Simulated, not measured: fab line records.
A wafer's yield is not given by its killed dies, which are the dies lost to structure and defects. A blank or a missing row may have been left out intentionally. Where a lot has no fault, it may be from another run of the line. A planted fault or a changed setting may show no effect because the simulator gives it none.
One fault seen from 3 desks	flow nand_harc	numbers are kept per desk, each desk with only its own; the story behind them comes last

== FROM THE METROLOGY DESK ==
Lot by lot, what the gauges showed, no matter which tool ran the lot: averages of those sampled wafers that carry a number. The brackets show how far a lot's mean lies from the usual mean; more than 4 standard deviations puts the lot out of limits, marked OUT.
Columns: A = cd_nm at NHARC_P_GATE_CD_MEAS_11, usual 1639.6 nm
lot	first seen here	A
L973	day 4 12:33	1640.5
L974	day 4 16:49	1640.2
L985	day 9 05:16	1644.8 (+4.7) OUT
L986	day 9 21:05	1644.9 (+4.8) OUT
L987	day 10 12:29	1638.8
L988	day 10 12:38	1638.7
L989	day 11 06:03	1638.1
L990	day 11 11:35	1639.7
L991	day 11 18:37	1640.0
L993	day 12 17:26	1638.1
L996	day 14 08:13	1639.9
This desk's finding: out of limits on L985, L986; first on L985, day 9 05:16 (cd_nm at NHARC_P_GATE_CD_MEAS_11). In limits: L973, L974, L987, L988, L989, L990, L991, L993, L996.

== TOOL OWNER'S DESK, krf_scanner-01 ==
The tool's own readings at NHARC_P_GATE_EXPOSE_08 (exposes mask P HV): means of the sampled wafers that have a number, for each lot that ran on this tool. The brackets show how far a lot's mean lies from the usual mean; more than 4 standard deviations puts the lot out of limits, marked OUT.
Columns: A = exposure_dose_mJ_cm2 at NHARC_P_GATE_EXPOSE_08, usual 16.754
lot	first seen here	A
L985	day 9 05:07	22.691 (+99 or more) OUT
L986	day 9 20:56	22.693 (+99 or more) OUT
This desk's finding: out of limits on L985, L986; first on L985, day 9 05:07 (exposure_dose_mJ_cm2 at NHARC_P_GATE_EXPOSE_08). In limits: none.

== THE DEFECT DESK ==
Lot by lot, what the route's inspections counted, given as the mean of those sampled wafers with a number. The brackets show how far a lot's mean lies from the usual mean; more than 4 standard deviations puts the lot out of limits, marked OUT.
Columns: A = raw_defect_count at NHARC_P_STI_INSPECT_11, usual 5.2
lot	first seen here	A
L973	day 2 20:12	4.3
L974	day 3 05:25	4.0
L985	day 7 18:56	8.3
L986	day 8 06:13	6.7
L987	day 8 14:18	5.0
L988	day 9 01:47	4.3
L989	day 9 14:26	8.7
L990	day 9 21:18	4.3
L991	day 10 07:33	8.7
L993	day 11 06:22	5.3
L996	day 12 12:39	2.3
Result from this desk: across the 11 lots, nothing is out of limits.

== ALL TOGETHER ==
An alarm could have come from the tool owner's desk at day 9 05:07, on L985, L986.
An alarm was possible from the metrology desk at day 9 05:16, on L985, L986.
Nothing out of limits was seen by the defect desk.
The defect desk has L985, L986 on record, within its limits.
On krf_scanner-01, each named lot ran NHARC_P_GATE_EXPOSE_08.

== WHAT THE SIMULATOR PUT IN ==
Process parameters drifting: krf_scanner-01 at NHARC_P_GATE_EXPOSE_08, beginning at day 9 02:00. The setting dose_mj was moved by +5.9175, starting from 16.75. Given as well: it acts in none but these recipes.
Lots struck among those shown: L985, L986.
Counting hours from when the fault started, the first reading out of limits came at 3 for the tool owner's desk and at 3 for the metrology desk.
